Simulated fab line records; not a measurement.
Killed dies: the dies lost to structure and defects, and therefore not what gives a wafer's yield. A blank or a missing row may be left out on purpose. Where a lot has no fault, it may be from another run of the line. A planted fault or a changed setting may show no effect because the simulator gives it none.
Split-lot experiment ; flow n5_finfet ; route with 1938 steps; 7 lots, 21 wafers read

THE SPLIT ITSELF
At N5_MOL_CONTACT_COAG_ETCH_105 (etches SiARC in CF4, target depth 15.6 nm, time 26 s), the setting bias_w was moved away from the recipe's 36 W on 7 of the 21 wafers read, by -13.8% to +16.2%. The other wafers ran this setting at the recipe's value.

The reading is taken at the split's own step.

THE READING
rf_vpp_V, in V, at N5_MOL_CONTACT_COAG_ETCH_105 (etches SiARC in CF4, target depth 15.6 nm, time 26 s). On this fab line, fault-free wafers typically give 184.1 V with a standard deviation of 1.2 V.

wafer;tool, chamber at the split;bias_w as run, W;against the recipe;rf_vpp_V, V;against lot-mates on the recipe
L074.1;rie_diel-04, 3;36;recipe;182.4;-
L074.2;rie_diel-04, 2;41.82;+16.2%;201.7;+19.3
L074.3;rie_diel-04, 1;41.82;+16.2%;203.8;+21.4
L083.2;rie_diel-03, 2;31.03;-13.8%;166.0;-18.5
L083.3;rie_diel-03, 1;31.03;-13.8%;167.5;-17.0
L083.6;rie_diel-03, 1;36;recipe;184.5;-
L089.1;rie_diel-02, 3;36;recipe;183.9;-
L089.2;rie_diel-02, 0;36;recipe;183.3;-
L089.3;rie_diel-02, 2;36;recipe;182.5;-
L090.3;rie_diel-02, 1;36;recipe;182.4;-
L090.4;rie_diel-02, 3;36;recipe;186.2;-
L090.5;rie_diel-02, 1;40.78;+13.3%;198.9;+14.6
L092.1;rie_diel-02, 2;36;recipe;182.9;-
L092.2;rie_diel-02, 1;36;recipe;181.7;-
L092.3;rie_diel-02, 3;36;recipe;185.6;-
L093.3;rie_diel-03, 2;36;recipe;182.4;-
L093.4;rie_diel-03, 3;36;recipe;185.6;-
L093.5;rie_diel-03, 0;36;recipe;183.5;-
L095.4;rie_diel-03, 1;36;recipe;184.3;-
L095.5;rie_diel-03, 0;34.15;-5.1%;177.3;-7.0
L095.6;rie_diel-03, 1;34.15;-5.1%;178.9;-5.4

FIT RESULTS
A straight line over all 21 wafers: rf_vpp_V changes by +1.19 V for each +1% of bias_w; r = +0.99; the points scatter about the line by 1.3 V.
The same after taking each lot's own level away (the mean of its wafers on the recipe; 21 wafers): +1.24 V for each +1%; r = +0.99; scatter 1.3 V.
Per that fit: largest bias_w move, reading shift of 20 V.
The span of the lots' own levels, 182.40 to 184.50 V, comes to 1.7 times the standard deviation stated above.
Hence the lot-to-lot level has little effect on the slope; both slopes agree.
Check: for one of the wafers moved furthest among these (+16.2%), held out of the fit, the line's prediction against its lot-mates is +20.2 V. It came out at +19.3 V against them.
Tool readings at the split's step, against how far the setting was moved: rf_vpp_V r = +0.99.

THE OTHER SPLITS THESE WAFERS WENT THROUGH
Note: prior to the reading, these wafers also went through further splits. Each is held against what the fit with the lots' levels taken away leaves over:
other split on the same wafers;wafers away from the commonest value;r with rf_vpp_V (lot level and that fit taken away)
N5_GATE_CUT_COAT_27 spin_rpm;3;+0.01

FILE'S OWN FIT
rf_vpp_V changes by +1.22 V for each +1% of bias_w, r = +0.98.
